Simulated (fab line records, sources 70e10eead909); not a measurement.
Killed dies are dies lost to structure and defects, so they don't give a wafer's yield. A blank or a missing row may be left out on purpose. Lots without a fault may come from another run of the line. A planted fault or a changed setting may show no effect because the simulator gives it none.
Problem report in the 8D (eight disciplines) form, filled by code | flow nand_harc | the parts of the form that need people (team, actions taken, sign-off) are left out

1. THE PROBLEM
killed_at_periphery at NHARC_END_SORT_01 reads a mean of 329.8 on 4 wafers of 2 lots; wafers without a fault read 3.1 with a standard deviation of 2. That is +99 or more standard deviations from the usual mean.
First seen on wafer L474.3, day 22 15:48, on prober-02. The record holds 42 wafers of 14 lots with a number at this step. Rule for "out", or "out of limits": more than 4 standard deviations from the usual mean. The other wafers with a number count as sound.

2. WHAT IT IS AND WHAT IT IS NOT
question                    | is                                                                                                                                                      | is not
which readings at this step | killed_at_periphery, defect_limited_yield, killed_dies, sort_bin_2_pct, sort_bin_3_pct, sort_bin_4_pct, sort_n_pass, sort_rim_yield_pct, sort_yield_pct | killed_at_array, killed_at_other, killed_open, killed_short
which lots                  | L473, L474                                                                                                                                              | L462, L463, L464, L466, L467, L469, L470, L471, L472, L475, L483, L484
which wafers of those lots  | L473.2, L473.3, L474.3, L474.5                                                                                                                          | L473.1, L474.4
read on which gauges        | prober-02                                                                                                                                               | prober-01
when                        | from day 22 15:48                                                                                                                                       | up to then (25 sound wafers); but 13 sound wafers of L471, L473, L474, L475, L483, L484 came after

3. SUSPECTS, AND WHAT RULES EACH OUT
Counting: a tool at a process step up to the reading stays a suspect if it ran every lot that is out. Sound lots after the first of them don't rule it out here, since some wafers of a struck lot are sound.
- the gauge at NHARC_END_SORT_01: kept. All the wafers that are out were read on prober-02, and no step on other tools shows them out.
- ecd_cu-01 at NHARC_P_M1_ECD_22 (material Cu, target thk 400 nm): kept. It ran every lot that is out, first L474 (day 9 05:31); its last sound lot up to then is L472 (day 8 20:31).
- pvd_sputter-02 at NHARC_THIN_TSV_PVD_19 (deposits TaN, target thk 20 nm): kept. It ran every lot that is out, first L474 (day 22 06:19); its last sound lot up to then is L472 (day 21 17:26). NHARC_THIN_TSV_PVD_19 gives no start for some lots, so the hours and the order of its lots are those of NHARC_THIN_TSV_STRIP_56.
Left after counting: ecd_cu-01 at NHARC_P_M1_ECD_22, pvd_sputter-02 at NHARC_THIN_TSV_PVD_19, prober-02 at NHARC_END_SORT_01.

4. THE CAUSE (what the simulator had put in)
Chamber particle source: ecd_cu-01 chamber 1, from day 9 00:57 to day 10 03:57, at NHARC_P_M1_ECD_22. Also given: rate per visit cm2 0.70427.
Counting left 3 suspects, and this tool is among them.

5. THE CHAIN OF EFFECTS, in route order
Each row: a reading whose mean over the struck wafers that have a number lies more than 3 standard deviations from the usual. Only readings for which the record gives a usual standard deviation are gone through. hours: the time from each lot's start at the first step in this table that gives one to its start at this step, as a median over the lots. sigmas: the change in usual standard deviations.
hours | step              | reading              | usual  | on struck wafers | change | sigmas
0     | NHARC_END_SORT_01 | defect_limited_yield | 95.2 % | 47.5             | -47.7  | -30
0     | NHARC_END_SORT_01 | killed_at_periphery  | 3.1    | 329.8            | +326.6 | +99 or more
0     | NHARC_END_SORT_01 | killed_dies          | 33     | 355              | +322   | +29
0     | NHARC_END_SORT_01 | sort_bin_2_pct       | 1.5 %  | 18.8             | +17.3  | +29
0     | NHARC_END_SORT_01 | sort_bin_3_pct       | 0.24 % | 3.62             | +3.38  | +18
0     | NHARC_END_SORT_01 | sort_bin_4_pct       | 3.1 %  | 30.0             | +26.9  | +24
0     | NHARC_END_SORT_01 | sort_n_pass          | 644    | 322              | -322   | -29
0     | NHARC_END_SORT_01 | sort_rim_yield_pct   | 96.5 % | 51.4             | -45.1  | -20
0     | NHARC_END_SORT_01 | sort_yield_pct       | 95.2 % | 47.5             | -47.7  | -30

6. WHAT WOULD HAVE CAUGHT IT SOONER
In this record the first reading out of limits at a measuring or inspecting step was taken at day 22 15:48, 327 hours after the fault began at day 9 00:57.
All the lots that are out (2) had begun NHARC_P_M1_ECD_22 on ecd_cu-01 by day 22 15:48. A hold on the tool at that time would have spared none of them.
